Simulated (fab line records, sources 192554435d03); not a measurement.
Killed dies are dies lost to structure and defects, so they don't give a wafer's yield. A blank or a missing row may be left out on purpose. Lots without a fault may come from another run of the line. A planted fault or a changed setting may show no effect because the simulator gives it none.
fab line records | flow n5_finfet
record lots=4 wafers=12 last_day=16
route steps=1938 shown BEOL_M3@1015 BEOL_M4@1021
lots that met no fault: from a run of the same line without faults
start_h: hours from the record's first day to the start of the lot's first wafer shown | wait_h: hours since the lot's step before | " the same as in the row above | L1.1+2: a row that stands for several wafers | - no value, or no start given | * or withheld: withheld | < > ~ a bound
route shown NAME@n: a module of which the file shows steps, and the number in the route of the first | usual: mean/standard deviation of fault-free wafers | same: alike in all rows | chamber/n: place in a boat | sites: the reading at each site | _std_site: their standard deviation | _edge_site: outer sites' mean less inner sites' | radius_mm: how far each site lies from the wafer's centre | mask NAME#n: copy n | behind: the tool/chamber that last shaped the wafer | hold: why the lot was held/for how many hours/how that ended | device: the transistor (n, p or np) that didn't switch | end of line: the same wafers' tests at the end of the route | a step without rows: its recipe alone | killed: dies lost to structure and defects at the first sort, not the wafer's yield | map: a wafer's dies, x killed, . not, _ none there
set.NAME: the setting as run; set.NAME@STEP: as run at that earlier step | model.NAME: the simulator's own value behind a step, which no gauge read
lots at some steps of the route; a table a step, a row a wafer
services: from which hour (start_h, from the record's first day; less than 0 if before it) a tool's chamber was out of use, for how many hours, and why
## steps
# step N5_BEOL_M3_PRE_CLEAN_60
# recipe gas=NH3/H2 time_s=15 temp_c=* rf_power_w=300
# step N5_BEOL_M3_CO_CAP_55
# recipe material=Co target_thk_a=20 temp_c=200 precursor=CCTBA/H2 pressure_torr=30 time_s=102.1
# step N5_BEOL_M3_PRE_CLEAN_56
# recipe gas=NH3 time_s=15 temp_c=withheld rf_power_w=300
# step N5_BEOL_M3_DEP_57
# recipe material=SiCN target_thk_a=80 temp_c=withheld precursor=3MS/NH3 pressure_torr=3 rf_w=202 time_s=14
# step N5_BEOL_M4_ILD_DEP_00
# recipe material=SiOC target_thk_a=790 temp_c=350 precursor=DEMS/O2 pressure_torr=5 rf_w=500 time_s=15.3
# step N5_BEOL_M4_PECVD_72
# recipe material=SiO2 target_thk_a=160 temp_c=400 precursor=TEOS/O2 pressure_torr=5.5 rf_w=450 teos_flow_sccm=53.8 gas=O2 flow_sccm=3000 time_s=18
# step N5_BEOL_M4_HM_DEP_02
# recipe material=TiN target_thk_a=200 temp_c=25 chamber_pressure_pa=0.49996
# step N5_BEOL_M4_COAT_61
# recipe resist=SOC temp_c=250 time_s=60 spin_rpm=1500 resist_thk_nm=60
# step N5_BEOL_M4_COAT_62
# recipe resist=SiARC temp_c=220 time_s=60 spin_rpm=1500 resist_thk_nm=12
# step N5_BEOL_M4_COAT_73
# recipe resist=underlayer temp_c=205 time_s=60 spin_rpm=1500 resist_thk_nm=5
# usual chill_plate_temp_C=22.98/0.094 spin_speed_rpm=1499.8/0.86
# columns lot.wafer tool chamber start_h wait_h chill_plate_temp_C spin_speed_rpm
L393.1 litho_track-01 0 149.22 - 23.09 1501.7
L393.2 " 0 " " 23.12 1500.9
L393.6 " 0 " " 23.14 1501.8
L404.2 litho_track-01 0 217.66 - 23.11 1689.8
L404.3 " 0 " " 22.93 1689.2
L404.6 " 0 " " 22.99 1689.5
L406.1 litho_track-01 0 230.47 - 22.96 1689.1
L406.2 " 0 " " 22.94 1689.2
L406.5 " 0 " " 23.09 1688.7
L415.3 litho_track-05 0 283.98 - 23.05 1500.3
L415.4 " 0 " " 23.22 1500.1
L415.5 " 0 " " 23.09 1499.4
# step N5_BEOL_M4_COAT_05
# recipe resist=CAR-EUV spin_rpm=1500 resist_thk_nm=30
# step N5_BEOL_M4_EBR_07
# recipe solvent=PGMEA ebr_width_mm=1.5
# step N5_BEOL_M4_SOFTBAKE_06
# recipe temp_c=110 time_s=60 resist=CAR-EUV
# step N5_BEOL_M4_EXPOSE_08
# recipe mask_id=M4 na=0.33 source_shape=dipole sigma_inner=0.369 sigma_outer=0.767 polarization=unpolarized dose_mj=41.25
# step N5_BEOL_M4_PEB_09
# recipe peb_temp_c=100 peb_time_s=60 resist=CAR-EUV
# step N5_BEOL_M4_DEVELOP_10
# recipe develop_time_s=30 developer=TMAH resist=CAR-EUV rinse_liquid=surfactant_rinse dry=air_spin dev_temp_c=23
# step N5_BEOL_M4_DESCUM_16
# recipe chemistry=O2 time_s=7 source_power_w=50 bias_power_w=20 pressure_mtorr=20 rf_frequency_hz=2.712e+07 temp_c=40 resist=CAR-EUV o2_flow_sccm=225
# step N5_BEOL_M4_ETCH_74
# recipe chemistry=N2/H2 target=underlayer target_depth_a=65 mask_material=CAR-EUV time_s=5.2 ion_energy_ev=200 pressure_mtorr=30 source_w=840 bias_w=150 n2_flow_sccm=200 h2_flow_sccm=200 ends=cleared
# usual drypump_motor_current_A=5.9/0.51 etch_rf_on_time_s=5.24/0.066 h2_flow_sccm=200.0/0.54 oes_product_au=0.67/0.066 rf_fwd_power_W=819.6/2.6 rf_vpp_V=524.1/2.4 showerhead_plenum_p_Torr=2.55/0.08 throttle_valve_pct=17.79/0.27
# columns lot.wafer tool chamber start_h wait_h drypump_motor_current_A etch_rf_on_time_s h2_flow_sccm oes_product_au rf_fwd_power_W rf_hours_counter_h rf_vpp_V showerhead_plenum_p_Torr throttle_valve_pct model.CAR-EUV_of_BEOL_M4_COAT_05.thk_nm model.etch.depth_nm
L393.1 rie_diel-04 1 149.65 0.0 5.7 5.10 200.4 0.68 815.2 119 522.2 2.55 18.13 20.4 4.984
L393.2 " 0 " " 6.6 5.25 200.3 0.60 818.7 216 521.1 2.41 17.68 20.4 4.992
L393.6 " 3 " " 5.7 5.27 200.5 0.62 814.7 - 526.6 2.63 17.54 20.4 4.987
L404.2 rie_diel-05 2 218.41 0.0 6.6 4.97 200.0 0.64 822.8 166 525.2 2.54 17.84 20.8 4.723
L404.3 " 3 " " 5.5 4.88 200.0 0.66 819.9 146 526.3 2.65 17.86 20.8 4.701
L404.6 " 3 " " 5.6 4.93 200.3 0.65 817.1 - 526.3 2.65 17.85 20.8 4.709
L406.1 rie_diel-01 3 231.02 0.0 5.1 4.96 199.9 0.60 819.9 233 520.1 2.40 17.84 20.8 4.741
L406.2 " 0 " " 5.5 4.95 200.0 0.73 822.3 69 526.6 2.58 18.11 20.8 4.753
L406.5 " 2 " " 6.6 5.03 199.3 0.58 817.3 - 522.7 2.51 17.84 21 4.731
L415.3 rie_diel-04 1 284.52 0.0 5.7 5.14 198.8 0.64 823.2 172 523.2 2.53 18.23 20.4 4.996
L415.4 " 0 " " 6.6 5.08 200.1 0.81 815.4 - 528.2 2.71 17.31 20.4 4.993
L415.5 " 1 " " 5.7 5.13 199.6 0.64 821.3 - 522.9 2.53 18.22 20.2 5.013
# step N5_BEOL_M4_ETCH_63
# recipe chemistry=CF4 target=SiARC target_depth_a=156 mask_material=CAR-EUV time_s=26 ion_energy_ev=80 pressure_mtorr=40 source_w=545 bias_w=36 Ar_flow_sccm=100 cf4_flow_sccm=100 ends=cleared
# usual drypump_motor_current_A=5.9/0.51 etch_rf_on_time_s=26.2/0.33 oes_product_au=0.67/0.066 rf_fwd_power_W=532.0/1.8 rf_vpp_V=184.2/1.2 showerhead_plenum_p_Torr=2.15/0.064 throttle_valve_pct=15.61/0.23
# columns lot.wafer tool chamber start_h wait_h drypump_motor_current_A etch_rf_on_time_s oes_product_au rf_fwd_power_W rf_hours_counter_h rf_vpp_V showerhead_plenum_p_Torr throttle_valve_pct model.CAR-EUV_of_BEOL_M4_COAT_05.thk_nm
L393.1 rie_diel-04 1 149.66 0.0 5.7 25.7 0.67 530.6 119 183.7 2.15 15.81 11.2
L393.2 " 0 " " 6.6 26.2 0.60 533.0 216 184.7 2.03 15.47 11.2
L393.6 " 3 " " 5.7 26.1 0.63 531.6 - 185.0 2.22 15.42 11.2
L404.2 rie_diel-05 2 218.43 0.0 6.6 26.3 0.65 531.1 166 184.8 2.14 15.68 11.6
L404.3 " 3 " " 5.6 26.2 0.65 532.8 146 184.5 2.23 15.75 11.6
L404.6 " 3 " " 5.6 26.3 0.65 534.7 - 185.3 2.23 15.75 11.6
L406.1 rie_diel-01 3 231.03 0.0 5.1 26.0 0.61 532.6 233 183.3 2.03 15.70 11.6
L406.2 " 0 " " 5.5 25.8 0.73 533.0 69 184.5 2.17 15.85 11.6
L406.5 " 2 " " 6.6 26.4 0.60 532.6 - 185.2 2.13 15.71 11.6
L415.3 rie_diel-04 1 284.54 0.0 5.7 25.7 0.64 531.2 172 183.4 2.13 15.92 11.2
L415.4 " 0 " " 6.6 25.4 0.82 532.5 - 186.5 2.27 15.05 11.2
L415.5 " 1 " " 5.7 25.6 0.64 533.0 - 183.4 2.13 15.93 11
# step N5_BEOL_M4_ETCH_64
# recipe chemistry=N2/H2 target=SOC target_depth_a=750 overetch_a=225 mask_material=SiARC temp_c=40 time_s=121.9 ion_energy_ev=200 pressure_mtorr=30 source_w=840 bias_w=150 n2_flow_sccm=200 h2_flow_sccm=200
# step N5_BEOL_M4_RC_MEAS_101
# usual DIBL_N=36.3/1.2 DIBL_P=36.1/1.6 IOFF_N=0.161/0.023 IOFF_P=0.209/0.027 ION_N=676/8.9 ION_P=462/5.3 SS_N=71.5/0.51 SS_P=73.2/0.5 VT_N=249.1/2.5 VT_P=-249.9/2.8
# columns lot.wafer tool chamber start_h wait_h DIBL_N[mV/V] DIBL_P[mV/V] IOFF_N[nA/um] IOFF_P[nA/um] ION_N[uA/um] ION_P[uA/um] SS_N[mV/dec] SS_P[mV/dec] VT_N[mV] VT_P[mV]
L393.1 prober-02 0 156.02 0.0 34.5 33.8 0.116 0.162 665 458 71.2 72.8 252.8 -255.1
L393.2 " 0 " " 35.6 35.4 0.142 0.182 680 462 70.8 73.0 247.7 -252.4
L393.6 " 0 " " 34.6 34.3 0.120 0.172 656 454 71.3 72.7 252.5 -253.0
L404.2 prober-02 0 228.30 0.2 35.5 37.0 0.155 0.201 675 460 71.5 73.6 248.6 -251.1
L404.3 " 0 " " 36.1 37.0 0.159 0.206 684 462 72.2 73.3 250.3 -252.1
L404.6 " 0 " " 36.9 38.6 0.180 0.229 692 465 71.6 73.5 247.1 -248.3
L406.1 prober-02 0 241.40 0.0 36.4 35.1 0.152 0.194 655 455 72.1 72.9 251.2 -248.7
L406.2 " 0 " " 35.6 34.5 0.137 0.185 660 454 71.6 72.6 250.5 -252.4
L406.5 " 0 " " 37.2 36.1 0.157 0.204 668 459 72.2 73.9 253.0 -250.1
L415.3 prober-01 0 294.60 0.3 35.8 36.9 0.173 0.216 670 459 72.0 73.3 247.9 -248.2
L415.4 " 0 " " 35.5 36.2 0.162 0.202 680 454 72.5 73.2 247.7 -248.1
L415.5 " 0 " " 36.3 37.3 0.175 0.229 681 464 71.4 73.6 247.1 -248.9
## services
# columns tool chamber start_h hours kind
rie_diel-04 1 160.26 9.4 repair
rie_diel-05 1 168.24 - clean
rie_diel-05 1 168.24 - consumable_replace:esc
rie_diel-05 1 168.24 - consumable_replace:focus_ring
rie_diel-05 1 168.24 23.1 scheduled_down
rie_diel-05 1 168.24 23.1 vent_cycle
rie_diel-04 2 175.20 - clean
rie_diel-04 2 175.20 - consumable_replace:focus_ring
rie_diel-04 2 175.20 17.6 scheduled_down
rie_diel-04 2 175.20 17.6 vent_cycle
rie_diel-01 - 182.64 29.3 repair
rie_diel-04 2 210.03 5.3 repair
rie_diel-04 1 217.31 5.0 repair
rie_diel-01 3 221.31 4.5 repair
rie_diel-04 0 226.04 - clean
rie_diel-04 0 226.04 - consumable_replace:focus_ring
rie_diel-04 0 226.04 - consumable_replace:showerhead
rie_diel-04 0 226.04 31.1 scheduled_down
rie_diel-04 0 226.04 31.1 vent_cycle
rie_diel-01 2 240.16 6.1 repair
rie_diel-04 1 265.61 2.8 repair
rie_diel-04 1 270.86 4.3 repair
rie_diel-04 3 283.85 4.2 repair
rie_diel-01 1 284.52 2.1 repair
## key
first_sign step=N5_BEOL_M4_COAT_73 reading=spin_speed_rpm direction=up sigmas=99+ usual=* struck=*
effect step=N5_BEOL_M4_ETCH_74 reading=etch_rf_on_time_s direction=down sigmas=4.3 usual=* struck=*
model_effect step=N5_BEOL_M4_ETCH_74 value=CAR-EUV_of_BEOL_M4_COAT_05.thk_nm without=20.47 struck=20.83
model_effect step=N5_BEOL_M4_ETCH_63 value=CAR-EUV_of_BEOL_M4_COAT_05.thk_nm without=11.27 struck=11.6
met_at N5_BEOL_M4_COAT_73
struck_wafers L404.2,L404.3,L404.6,L406.1,L406.2,L406.5
onset_between 149.22 217.66
fault kind=process_parameter_drift tool=litho_track-01 chamber=- onset_h=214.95 steps=N5_BEOL_M4_COAT_73 channel=spin_rpm offset=* shape=step end_h=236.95 acts_in=* stated=*
